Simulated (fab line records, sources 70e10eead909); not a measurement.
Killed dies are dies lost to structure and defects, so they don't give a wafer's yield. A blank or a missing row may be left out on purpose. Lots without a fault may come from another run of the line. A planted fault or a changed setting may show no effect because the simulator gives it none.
Which tool did it? | flow nand_harc | 23 lots, 69 wafers sampled, at 6 steps of a route of 1302

WHAT THE GAUGES READ, wafer by wafer
The record holds no reading of a measuring or inspecting step that can be judged against a usual standard deviation.

WHICH TOOL RAN EACH LOT (tool, then ch and the chambers of the sampled wafers, then the start)
lot  | NHARC_A_CONTACT_ETCH_51                       | NHARC_A_CONTACT_ETCH_121             | NHARC_A_CONTACT_STRIP_55                      | NHARC_A_CONTACT_DEP_58          | NHARC_A_CONTACT_DESCUM_74          | NHARC_A_CONTACT_ETCH_78
L075 | rie_diel-03 ch 1,2,3, day 22 00:25 or earlier | har_cap_etch-03 ch 0,1, day 22 00:25 | rie_diel-05 ch 0,3, day 22 08:28 or earlier   | pecvd-04 ch 0,1,2, day 22 08:28 | rie_diel-03 ch 1,2, day 22 09:13   | rie_diel-03 ch 0,3, no start
L074 | rie_diel-03 ch 0,1, day 22 04:58 or earlier   | har_cap_etch-02 ch 0,1, day 22 04:58 | rie_diel-03 ch 2,3, day 22 11:42 or earlier   | pecvd-04 ch 0,2, day 22 11:42   | rie_diel-13 ch 2,3, day 22 12:36   | rie_diel-13 ch 0,1,3, no start
L076 | rie_diel-05 ch 0,3, day 22 06:03 or earlier   | har_cap_etch-03 ch 0,1, day 22 06:03 | rie_diel-03 ch 0,1, day 22 13:17 or earlier   | pecvd-04 ch 0,1, day 22 13:17   | rie_diel-05 ch 2,3, day 22 14:10   | rie_diel-05 ch 1,2,3, no start
L077 | rie_diel-03 ch 0,3, day 22 18:39 or earlier   | har_cap_etch-02 ch 1, day 22 18:39   | rie_diel-03 ch 0,2,3, day 23 00:43 or earlier | pecvd-04 ch 0,1, day 23 00:43   | rie_diel-13 ch 2,3, day 23 01:28   | rie_diel-13 ch 0,1,2, no start
L079 | rie_diel-03 ch 0,1,3, day 24 05:47 or earlier | har_cap_etch-03 ch 0,1, day 24 05:47 | rie_diel-03 ch 0,1,2, day 24 11:31 or earlier | pecvd-04 ch 1,2, day 24 11:31   | rie_diel-03 ch 0,2,3, day 24 12:28 | rie_diel-03 ch 2,3, no start
L080 | rie_diel-05 ch 0,3, day 24 07:03 or earlier   | har_cap_etch-01 ch 1, day 24 07:03   | rie_diel-03 ch 0,1, day 24 14:46 or earlier   | pecvd-04 ch 1,2, day 24 14:46   | rie_diel-03 ch 1,2, day 24 15:39   | rie_diel-03 ch 0,2,3, no start
L081 | rie_diel-13 ch 0,2,3, day 24 07:40 or earlier | har_cap_etch-02 ch 0,1, day 24 07:40 | rie_diel-03 ch 1,2,3, day 24 17:58 or earlier | pecvd-01 ch 0,1,2, day 24 17:58 | rie_diel-03 ch 0,2,3, day 24 18:52 | rie_diel-03 ch 0,1,3, no start
L084 | rie_diel-13 ch 0,1,3, day 25 17:02 or earlier | har_cap_etch-03 ch 0,1, day 25 17:02 | rie_diel-03 ch 0,1,3, day 26 00:01 or earlier | pecvd-03 ch 0,1,2, day 26 00:01 | rie_diel-03 ch 1,2, day 26 00:56   | rie_diel-03 ch 2,3, no start
L082 | rie_diel-03 ch 0,1,2, day 25 18:11 or earlier | har_cap_etch-01 ch 0,1, day 25 18:11 | rie_diel-05 ch 1,2,3, day 26 00:07 or earlier | pecvd-04 ch 0,2, day 26 00:07   | rie_diel-03 ch 0,2,3, day 26 01:04 | rie_diel-03 ch 0,1,2, no start
L083 | rie_diel-13 ch 1,2,3, day 25 19:05 or earlier | har_cap_etch-02 ch 0,1, day 25 19:05 | rie_diel-03 ch 0,1,2, day 26 02:27 or earlier | pecvd-01 ch 0,1,2, day 26 02:27 | rie_diel-13 ch 0,1,3, day 26 03:22 | rie_diel-13 ch 0,1,2, no start
L085 | rie_diel-03 ch 0,1,2, day 26 08:31 or earlier | har_cap_etch-03 ch 1, day 26 08:31   | rie_diel-03 ch 1,2,3, day 26 17:10 or earlier | pecvd-01 ch 1,2, day 26 17:10   | rie_diel-03 ch 2,3, day 26 18:04   | rie_diel-03 ch 0,1,3, no start
L086 | rie_diel-03 ch 0,1,3, day 26 15:16 or earlier | har_cap_etch-02 ch 0,1, day 26 15:16 | rie_diel-13 ch 2,3, day 26 22:16 or earlier   | pecvd-01 ch 0,1,2, day 26 22:16 | rie_diel-05 ch 2,3, day 26 23:09   | rie_diel-05 ch 0,1,2, no start
L087 | rie_diel-03 ch 0,2,3, day 27 04:58 or earlier | har_cap_etch-02 ch 0, day 27 04:58   | rie_diel-05 ch 0,1, day 27 11:13 or earlier   | pecvd-01 ch 0,1,2, day 27 11:13 | rie_diel-13 ch 2,3, day 27 12:08   | rie_diel-13 ch 2,3, no start
L089 | rie_diel-13 ch 0,3, day 27 16:43 or earlier   | har_cap_etch-03 ch 0,1, day 27 16:43 | rie_diel-13 ch 1,2,3, day 27 22:30 or earlier | pecvd-04 ch 1,2, day 27 22:30   | rie_diel-03 ch 1,2,3, day 27 23:14 | rie_diel-03 ch 0,1, no start
L088 | rie_diel-05 ch 1,2, day 27 21:07 or earlier   | har_cap_etch-01 ch 0,1, day 27 21:07 | rie_diel-05 ch 0,1, day 28 04:44 or earlier   | pecvd-03 ch 1,2, day 28 04:44   | rie_diel-03 ch 0,1,2, day 28 05:32 | rie_diel-03 ch 1,2,3, no start
L092 | rie_diel-03 ch 0,1,3, day 29 00:46 or earlier | har_cap_etch-01 ch 0,1, day 29 00:46 | rie_diel-03 ch 0,2,3, day 29 09:16 or earlier | pecvd-04 ch 0,1, day 29 09:16   | rie_diel-03 ch 0,1,3, day 29 10:11 | rie_diel-03 ch 0,1,2, no start
L090 | rie_diel-13 ch 0,1,3, day 29 02:42 or earlier | har_cap_etch-02 ch 0,1, day 29 02:42 | rie_diel-05 ch 2,3, day 29 09:30 or earlier   | pecvd-03 ch 0,1,2, day 29 09:30 | rie_diel-03 ch 0,1,3, day 29 10:37 | rie_diel-03 ch 2,3, no start
L091 | rie_diel-03 ch 1,2, day 29 10:36 or earlier   | har_cap_etch-03 ch 0, day 29 10:36   | rie_diel-13 ch 0,1, day 29 17:22 or earlier   | pecvd-01 ch 0,2, day 29 17:22   | rie_diel-03 ch 1,2, day 29 18:17   | rie_diel-03 ch 0,1,3, no start
L095 | rie_diel-03 ch 0,2,3, day 29 19:23 or earlier | har_cap_etch-03 ch 0,1, day 29 19:23 | rie_diel-13 ch 0,1,3, day 30 02:41 or earlier | pecvd-01 ch 0,1,2, day 30 02:41 | rie_diel-05 ch 0,2,3, day 30 03:37 | rie_diel-05 ch 0,1,2, no start
L093 | rie_diel-05 ch 0,3, day 30 01:56 or earlier   | har_cap_etch-03 ch 0,1, day 30 01:56 | rie_diel-03 ch 0,1,2, day 30 10:17 or earlier | pecvd-01 ch 1,2, day 30 10:17   | rie_diel-03 ch 0,2, day 30 11:01   | rie_diel-03 ch 1,3, no start
L094 | rie_diel-13 ch 0,2,3, day 30 02:09 or earlier | har_cap_etch-01 ch 0, day 30 02:09   | rie_diel-05 ch 2,3, day 30 11:19 or earlier   | pecvd-03 ch 0,1, day 30 11:19   | rie_diel-05 ch 0,1,3, day 30 12:04 | rie_diel-05 ch 0,3, no start
L096 | rie_diel-13 ch 1,2,3, day 31 00:34 or earlier | har_cap_etch-01 ch 0,1, day 31 00:34 | rie_diel-05 ch 0,1,2, day 31 06:22 or earlier | pecvd-04 ch 0,2, day 31 06:22   | rie_diel-13 ch 0,1,2, day 31 07:17 | rie_diel-13 ch 0,2,3, no start
L097 | rie_diel-03 ch 0,3, day 31 12:20 or earlier   | har_cap_etch-03 ch 0,1, day 31 12:20 | rie_diel-03 ch 0,1,3, day 31 19:26 or earlier | pecvd-01 ch 0,1,2, day 31 19:26 | rie_diel-13 ch 0,1,3, day 31 20:21 | rie_diel-13 ch 2,3, no start
- NHARC_A_CONTACT_ETCH_51: etches the open film in O2/COS, target depth 7000 nm, time 1820 s.
- NHARC_A_CONTACT_ETCH_121: etches the open film in C4F8/O2/Ar, time 190 s, target depth 1850 nm.
- NHARC_A_CONTACT_STRIP_55: strips in O2.
- NHARC_A_CONTACT_DEP_58: deposits SiON, target thk 90 nm.
- NHARC_A_CONTACT_DESCUM_74: chemistry O2, time 3 s.
- NHARC_A_CONTACT_ETCH_78: etches the open film in O2/COS, target depth 5300 nm, time 1378 s.

WHAT THE TOOLS THEMSELVES READ (means of the sampled wafers that have a number; where no wafer has one, the mark that the record gives instead)
NHARC_A_CONTACT_ETCH_51. Usual: drypump_motor_current_A 5.52 A, standard deviation 0.29; oes_product_au 1.000 a.u., standard deviation 0.0096; rf_vpp_V 314.4 V, standard deviation 2.4; showerhead_plenum_p_Torr 3.13 Torr, standard deviation 0.16; throttle_valve_pct 28.330 %, standard deviation 0.0091.
lot  | tool        | drypump_motor_current_A (A) | oes_product_au (a.u.) | rf_vpp_V (V) | showerhead_plenum_p_Torr (Torr) | throttle_valve_pct (%) | flag
L075 | rie_diel-03 | 5.40                        | 0.993                 | 313.9        | 3.13                            | 28.325                 |
L074 | rie_diel-03 | 5.58                        | 0.991                 | 313.6        | 3.14                            | 28.327                 |
L076 | rie_diel-05 | 5.30                        | 1.002                 | 315.8        | 3.24                            | 28.326                 |
L077 | rie_diel-03 | 5.67                        | 0.989                 | 315.7        | 3.23                            | 28.333                 |
L079 | rie_diel-03 | 5.55                        | 0.994                 | 315.0        | 3.12                            | 28.343                 |
L080 | rie_diel-05 | 5.44                        | 1.006                 | 317.2        | 3.28                            | 28.344                 |
L081 | rie_diel-13 | 5.55                        | 1.010                 | 312.4        | 3.01                            | 28.326                 |
L084 | rie_diel-13 | 5.52                        | 1.011                 | 311.8        | 2.98                            | 28.334                 |
L082 | rie_diel-03 | 5.37                        | 1.003                 | 313.8        | 3.14                            | 28.334                 |
L083 | rie_diel-13 | 5.63                        | 1.007                 | 312.8        | 3.02                            | 28.336                 |
L085 | rie_diel-03 | 5.37                        | 1.004                 | 314.5        | 3.13                            | 28.331                 |
L086 | rie_diel-03 | 5.57                        | 0.998                 | 313.5        | 3.12                            | 28.322                 |
L087 | rie_diel-03 | 5.52                        | 0.995                 | 315.1        | 3.24                            | 28.333                 |
L089 | rie_diel-13 | 5.44                        | 1.006                 | 311.7        | 2.94                            | 28.329                 |
L088 | rie_diel-05 | 5.69                        | 0.995                 | 313.4        | 3.08                            | 28.330                 |
L092 | rie_diel-03 | 5.56                        | 1.000                 | 317.0        | 3.27                            | 28.331                 |
L090 | rie_diel-13 | 5.53                        | 1.003                 | 311.7        | 2.97                            | 28.333                 |
L091 | rie_diel-03 | 5.25                        | 0.998                 | 316.8        | 3.33                            | 28.321                 |
L095 | rie_diel-03 | 5.50                        | 0.997                 | 315.8        | 3.23                            | 28.328                 |
L093 | rie_diel-05 | 5.29                        | 1.006                 | 316.1        | 3.21                            | 28.328                 |
L094 | rie_diel-13 | 5.56                        | 1.001                 | 311.6        | 2.98                            | 28.331                 |
L096 | rie_diel-13 | 5.62                        | 1.001                 | 311.9        | 3.00                            | 28.324                 |
L097 | rie_diel-03 | 5.67                        | 0.993                 | 315.5        | 3.23                            | 28.330                 |

NHARC_A_CONTACT_STRIP_55. Usual: drypump_motor_current_A 5.5 A, standard deviation 0.37; oes_product_au 1.000 a.u., standard deviation 0.0098; rf_vpp_V 57.9 V, standard deviation 0.88; showerhead_plenum_p_Torr 3.56 Torr, standard deviation 0.18; throttle_valve_pct 17.036 %, standard deviation 0.01.
lot  | tool        | drypump_motor_current_A (A) | oes_product_au (a.u.) | rf_vpp_V (V) | showerhead_plenum_p_Torr (Torr) | throttle_valve_pct (%) | flag
L075 | rie_diel-05 | 5.3                         | 1.007                 | 57.7         | 3.66                            | 17.025                 |
L074 | rie_diel-03 | 5.3                         | 1.009                 | 58.5         | 3.67                            | 17.026                 |
L076 | rie_diel-03 | 5.5                         | 1.002                 | 57.9         | 3.55                            | 17.038                 |
L077 | rie_diel-03 | 5.5                         | 1.001                 | 58.2         | 3.67                            | 17.040                 |
L079 | rie_diel-03 | 5.4                         | 1.001                 | 58.0         | 3.55                            | 17.032                 |
L080 | rie_diel-03 | 5.6                         | 0.997                 | 57.5         | 3.55                            | 17.039                 |
L081 | rie_diel-03 | 5.4                         | 1.001                 | 57.7         | 3.53                            | 17.032                 |
L084 | rie_diel-03 | 5.6                         | 0.998                 | 58.4         | 3.52                            | 17.040                 |
L082 | rie_diel-05 | 5.7                         | 1.002                 | 58.3         | 3.58                            | 17.041                 |
L083 | rie_diel-03 | 5.4                         | 0.993                 | 57.8         | 3.55                            | 17.028                 |
L085 | rie_diel-03 | 5.4                         | 1.004                 | 57.9         | 3.53                            | 17.035                 |
L086 | rie_diel-13 | 5.7                         | 1.003                 | 57.6         | 3.43                            | 17.039                 |
L087 | rie_diel-05 | 5.4                         | 1.000                 | 57.4         | 3.47                            | 17.030                 |
L089 | rie_diel-13 | 5.6                         | 1.009                 | 57.3         | 3.41                            | 17.042                 |
L088 | rie_diel-05 | 5.4                         | 1.004                 | 57.3         | 3.46                            | 17.028                 |
L092 | rie_diel-03 | 5.5                         | 0.994                 | 57.1         | 3.65                            | 17.039                 |
L090 | rie_diel-05 | 5.6                         | 0.996                 | 58.1         | 3.66                            | 17.034                 |
L091 | rie_diel-13 | 5.4                         | 0.998                 | 57.5         | 3.30                            | 17.035                 |
L095 | rie_diel-13 | 5.5                         | 0.996                 | 56.8         | 3.35                            | 17.043                 |
L093 | rie_diel-03 | 5.4                         | 0.998                 | 58.7         | 3.71                            | 17.034                 |
L094 | rie_diel-05 | 5.6                         | 0.995                 | 58.4         | 3.65                            | 17.042                 |
L096 | rie_diel-05 | 5.8                         | 0.995                 | 58.9         | 3.61                            | 17.041                 |
L097 | rie_diel-03 | 5.6                         | 1.006                 | 58.1         | 3.69                            | 17.035                 |

NHARC_A_CONTACT_DEP_58. Usual: heater_power_w 795 W, standard deviation 91; showerhead_vpp_V 1105 V, standard deviation 44.
lot  | tool     | heater_power_w (W) | showerhead_vpp_V (V) | flag
L075 | pecvd-04 | 830                | 1104                 |
L074 | pecvd-04 | 865                | 1090                 |
L076 | pecvd-04 | 877                | 1148                 |
L077 | pecvd-04 | 851                | 1141                 |
L079 | pecvd-04 | 870                | 1076                 |
L080 | pecvd-04 | 845                | 1101                 |
L081 | pecvd-01 | 794                | 1122                 |
L084 | pecvd-03 | 726                | 1079                 |
L082 | pecvd-04 | 877                | 1134                 |
L083 | pecvd-01 | 798                | 1102                 |
L085 | pecvd-01 | 807                | 1107                 |
L086 | pecvd-01 | 758                | 1115                 |
L087 | pecvd-01 | 808                | 1096                 |
L089 | pecvd-04 | 850                | 1105                 |
L088 | pecvd-03 | 715                | 1029                 |
L092 | pecvd-04 | 760                | 1138                 |
L090 | pecvd-03 | 707                | 1088                 |
L091 | pecvd-01 | 752                | 1095                 |
L095 | pecvd-01 | 786                | 1101                 |
L093 | pecvd-01 | 812                | 1120                 |
L094 | pecvd-03 | 725                | 1066                 |
L096 | pecvd-04 | 875                | 1087                 |
L097 | pecvd-01 | 839                | 1116                 |

NHARC_A_CONTACT_DESCUM_74. Usual: drypump_motor_current_A 5.51 A, standard deviation 0.29; oes_product_au 1.000 a.u., standard deviation 0.01; rf_vpp_V 57.9 V, standard deviation 0.93; showerhead_plenum_p_Torr 1.94 Torr, standard deviation 0.099; throttle_valve_pct 11.312 %, standard deviation 0.0093.
lot  | tool        | drypump_motor_current_A (A) | oes_product_au (a.u.) | rf_vpp_V (V) | showerhead_plenum_p_Torr (Torr) | throttle_valve_pct (%) | flag
L075 | rie_diel-03 | 5.21                        | 1.011                 | 58.0         | 1.93                            | 11.315                 |
L074 | rie_diel-13 | 5.67                        | 1.007                 | 57.7         | 1.87                            | 11.314                 |
L076 | rie_diel-05 | 6.01                        | 0.991                 | 58.1         | 1.83                            | 11.311                 |
L077 | rie_diel-13 | 5.67                        | 1.014                 | 58.2         | 1.87                            | 11.295                 |
L079 | rie_diel-03 | 5.48                        | 1.005                 | 59.1         | 1.99                            | 11.308                 |
L080 | rie_diel-03 | 5.25                        | 1.004                 | 57.3         | 1.85                            | 11.308                 |
L081 | rie_diel-03 | 5.48                        | 0.999                 | 58.5         | 1.99                            | 11.308                 |
L084 | rie_diel-03 | 5.25                        | 1.008                 | 57.5         | 1.85                            | 11.316                 |
L082 | rie_diel-03 | 5.48                        | 0.998                 | 57.4         | 1.99                            | 11.319                 |
L083 | rie_diel-13 | 5.53                        | 1.000                 | 56.5         | 1.82                            | 11.324                 |
L085 | rie_diel-03 | 5.50                        | 0.989                 | 58.0         | 1.98                            | 11.307                 |
L086 | rie_diel-05 | 5.60                        | 1.010                 | 57.2         | 1.99                            | 11.318                 |
L087 | rie_diel-13 | 5.63                        | 1.005                 | 57.8         | 1.86                            | 11.318                 |
L089 | rie_diel-03 | 5.36                        | 0.993                 | 58.2         | 2.02                            | 11.307                 |
L088 | rie_diel-03 | 5.36                        | 0.998                 | 57.7         | 2.02                            | 11.319                 |
L092 | rie_diel-03 | 5.53                        | 1.002                 | 57.9         | 2.01                            | 11.309                 |
L090 | rie_diel-03 | 5.53                        | 1.009                 | 58.8         | 2.01                            | 11.316                 |
L091 | rie_diel-03 | 5.25                        | 1.011                 | 58.4         | 2.05                            | 11.320                 |
L095 | rie_diel-05 | 5.73                        | 0.987                 | 59.2         | 2.01                            | 11.317                 |
L093 | rie_diel-03 | 5.49                        | 0.994                 | 57.2         | 1.99                            | 11.311                 |
L094 | rie_diel-05 | 5.35                        | 1.006                 | 58.4         | 1.92                            | 11.312                 |
L096 | rie_diel-13 | 5.49                        | 1.000                 | 57.3         | 1.91                            | 11.312                 |
L097 | rie_diel-13 | 5.53                        | 0.992                 | 57.3         | 1.91                            | 11.314                 |

NHARC_A_CONTACT_ETCH_78. Usual: drypump_motor_current_A 5.5 A, standard deviation 0.32; oes_product_au 0.999 a.u., standard deviation 0.0088; rf_vpp_V 314.4 V, standard deviation 2.5; showerhead_plenum_p_Torr 3.15 Torr, standard deviation 0.16; throttle_valve_pct 28.331 %, standard deviation 0.0091.
lot  | tool        | drypump_motor_current_A (A) | oes_product_au (a.u.) | rf_vpp_V (V) | showerhead_plenum_p_Torr (Torr) | throttle_valve_pct (%) | flag
L075 | rie_diel-03 | 5.7                         | 0.998                 | 315.3        | 3.24                            | 28.337                 |
L074 | rie_diel-13 | 5.5                         | 0.998                 | 312.7        | 2.99                            | 28.350                 |
L076 | rie_diel-05 | 5.7                         | 0.994                 | 312.3        | 3.02                            | 28.327                 |
L077 | rie_diel-13 | 5.5                         | 1.000                 | 312.1        | 2.99                            | 28.331                 |
L079 | rie_diel-03 | 5.4                         | 0.995                 | 315.4        | 3.25                            | 28.333                 |
L080 | rie_diel-03 | 5.5                         | 1.008                 | 316.0        | 3.24                            | 28.320                 |
L081 | rie_diel-03 | 5.6                         | 1.005                 | 314.3        | 3.12                            | 28.336                 |
L084 | rie_diel-03 | 5.5                         | 1.001                 | 316.1        | 3.23                            | 28.333                 |
L082 | rie_diel-03 | 5.4                         | 1.003                 | 314.4        | 3.13                            | 28.334                 |
L083 | rie_diel-13 | 5.5                         | 0.994                 | 312.4        | 2.98                            | 28.333                 |
L085 | rie_diel-03 | 5.6                         | 0.997                 | 313.9        | 3.11                            | 28.333                 |
L086 | rie_diel-05 | 5.8                         | 1.002                 | 315.3        | 3.21                            | 28.326                 |
L087 | rie_diel-13 | 5.7                         | 1.007                 | 312.6        | 3.03                            | 28.330                 |
L089 | rie_diel-03 | 5.4                         | 1.005                 | 317.6        | 3.33                            | 28.324                 |
L088 | rie_diel-03 | 5.4                         | 1.004                 | 316.0        | 3.28                            | 28.336                 |
L092 | rie_diel-03 | 5.4                         | 0.998                 | 315.8        | 3.29                            | 28.330                 |
L090 | rie_diel-03 | 5.5                         | 1.000                 | 315.6        | 3.22                            | 28.328                 |
L091 | rie_diel-03 | 5.6                         | 0.992                 | 315.8        | 3.27                            | 28.333                 |
L095 | rie_diel-05 | 5.8                         | 0.988                 | 315.0        | 3.20                            | 28.330                 |
L093 | rie_diel-03 | 5.6                         | 1.001                 | 316.1        | 3.26                            | 28.337                 |
L094 | rie_diel-05 | 5.3                         | 1.010                 | 314.7        | 3.21                            | 28.329                 |
L096 | rie_diel-13 | 5.5                         | 1.008                 | 315.1        | 3.14                            | 28.328                 |
L097 | rie_diel-13 | 5.6                         | 1.004                 | 312.8        | 3.02                            | 28.331                 |

THE ANSWER, worked out from the rows above alone
Rule: a lot is off if the mean of its wafers that have a number lies more than 3 standard deviations from the usual mean. A lot without any number at a reading at which 4 lots or more have one is off too. The other lots that the step has rows for count as sound. The gauges are gone through in route order, then the tools' own readings, and for those a lot's mean is taken as printed above. The first step at which some lot is off is used, and at that step the reading that is off furthest; a lot without a number counts as furthest.
No lot is off at any reading shown: from this, nothing can be told.

WHAT THE SIMULATOR HAD PUT IN
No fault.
